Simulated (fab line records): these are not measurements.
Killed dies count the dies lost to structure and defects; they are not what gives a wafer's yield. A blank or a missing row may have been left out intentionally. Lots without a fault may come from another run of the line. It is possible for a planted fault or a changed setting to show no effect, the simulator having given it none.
A lot that was struck, set against a sound lot | flow nandHarc | 22 steps out of a route of 1302
Sound: wafers L991.3, L991.4, L991.5. Wafers L100.3, L100.4, L100.6 were the ones struck. At the end, the cause is stated.
Per side, at each step with rows, come the tool, then ch with its chambers, and then its first start. Under that, the readings that differ: sound wafers | struck wafers | difference of the means | sigmas: that difference in standard deviations of wafers without a fault.
alike: readings with means less than 2 such deviations apart, plus words and numbers identical on both sides. not compared: withheld readings, readings lacking a value on some wafer, bounds such as >300 that could conceal the same value, and numbers that have no deviation in the record and whose values overlap.
Wherever a step has rows on one side only, a row that says differs or no value, or a row with sigmas, the two part there. Numbers that don't overlap but have no deviation are shown without sigmas and don't part them. A reading that every wafer of one side lacks parts them only if that side has two wafers or more.

NHARC_A_BLC_CVD_24: deposits W, target thk 150 nm, time 434 s.
  sound: cvdW-02 ch 0,1; struck: cvdW-01 ch 0,1
  alike: heaterPowerW, mfcArSccm, throttleValvePct
NHARC_A_BLC_CMP_25: polishes, t overpolish 30 s, target thk 150 nm.
  sound on cmp-02 ch 0,1,2, day 26 08:43; struck on cmp-02 ch 0,1,3, day 30 20:39
  alike: motorCurrentA, overpolishRunS, timeToEndpointS
then, 1 step without rows for these wafers: NHARC_A_BLC_SRD_27.
NHARC_A_BLC_INSPECT_28:
  sound on defectInspect-02 at day 26 09:05; struck on defectInspect-01 at day 30 21:03
  alike: rawDefectCount
then, 7 steps without rows for these wafers: NHARC_A_M0_DEP_00 (deposits SiOC, target thk 150 nm); NHARC_A_M0_DEHYDRATE_01 (time 120 s); NHARC_A_M0_HMDS_02 (time 30 s); NHARC_A_M0_COAT_33 (time 65 s); NHARC_A_M0_COAT_03 (resist thk 90 nm); NHARC_A_M0_SOFTBAKE_04 (time 55 s); NHARC_A_M0_EBR_05.
NHARC_A_M0_EXPOSE_06: exposes mask A M0, target cd 80 nm.
  sound on arfiScanner-02 ch 0, day 26 09:44; struck on arfiScanner-03 ch 0, day 30 22:14
reading           | sound             | struck            | difference | sigmas
exposureDoseMJCm2 | 83.25 83.29 83.31 | 66.85 67.01 67.04 | -16.32     | -99 or more
  alike: mask, reticleTempC
then, 2 steps without rows for these wafers: NHARC_A_M0_PEB_07 (peb time 65 s); NHARC_A_M0_DEVELOP_08 (develop time 35 s).
NHARC_A_M0_CD_MEAS_09 targets a cd of 80 nm.
  sound on cdSem-03 ch 0, day 26 09:52; struck on cdSem-01 ch 0, day 30 22:23
reading   | sound          | struck         | difference | sigmas
cdNm (nm) | 80.0 79.9 81.7 | 66.2 65.4 65.6 | -14.8      | -17
NHARC_A_M0_OVL_MEAS_10: pitch 160 nm.
  sound on overlay-02 at day 26 09:57; struck on overlay-01 at day 30 22:28
  alike: overlayXNm, overlayYNm
NHARC_A_M0_INSPECT_11:
  sound on defectInspect-01 at day 26 09:59; struck on defectInspect-01 at day 30 22:31
reading        | sound    | struck      | difference | sigmas
rawDefectCount | 37 31 41 | 128 110 126 | +85        | +2
NHARC_A_M0_DESCUM_14: chemistry O2, time 3 s.
  sound on rieDiel-12 ch 0,2, day 26 10:04; struck on rieDiel-12 ch 0,2,3, day 30 22:35
reading              | sound            | struck            | difference | sigmas
model.A_M0.cdNm (nm) | 80.92 80.1 82.21 | 66.37 65.44 65.55 | -15.29     | 
  alike: drypumpMotorCurrentA, mfcArSccm, oesProductAu, rfVppV, showerheadPlenumPTorr, throttleValvePct
  not compared: rfHoursCounterH
NHARC_A_M0_ETCH_34: etches the open film in N2/H2, target depth 40 nm, overetch 12 nm, time 43.94 s.
  sound on rieDiel-12 ch 0,1, day 26 10:08; struck on rieDiel-12 ch 1,2,3, day 30 22:40
  alike: drypumpMotorCurrentA, mfcArSccm, oesProductAu, rfVppV, showerheadPlenumPTorr, throttleValvePct
  not compared: rfHoursCounterH
NHARC_A_M0_ETCH_15: etches the open film in C4F8/Ar, target depth 150 nm, overetch 15 nm, time 82.5 s.
  sound: rieDiel-12 ch 0,1,3; struck: rieDiel-12 ch 1,2,3
reading              | sound            | struck            | difference | sigmas
model.A_M0.cdNm (nm) | 80.6 80.15 82.64 | 66.71 65.09 65.38 | -15.40     | 
  alike: oesProductAu, rfVppV
  not compared: rfHoursCounterH
NHARC_A_M0_CD_MEAS_16:
  sound on cdSem-03 at day 26 10:21; struck on cdSem-01 at day 30 22:52
reading   | sound          | struck         | difference | sigmas
cdNm (nm) | 80.6 80.2 83.0 | 66.6 65.1 65.5 | -15.5      | -13
then, 1 step without rows for these wafers: NHARC_END_SORT_01.

## WHERE THEY PART
First at NHARC_A_M0_EXPOSE_06; last, within this record, at NHARC_A_M0_CD_MEAS_16.

WHY: whatever the simulator had introduced
Process parameter drift: arfiScanner-03, from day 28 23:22 on, at NHARC_A_M0_EXPOSE_06. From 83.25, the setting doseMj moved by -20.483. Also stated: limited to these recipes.
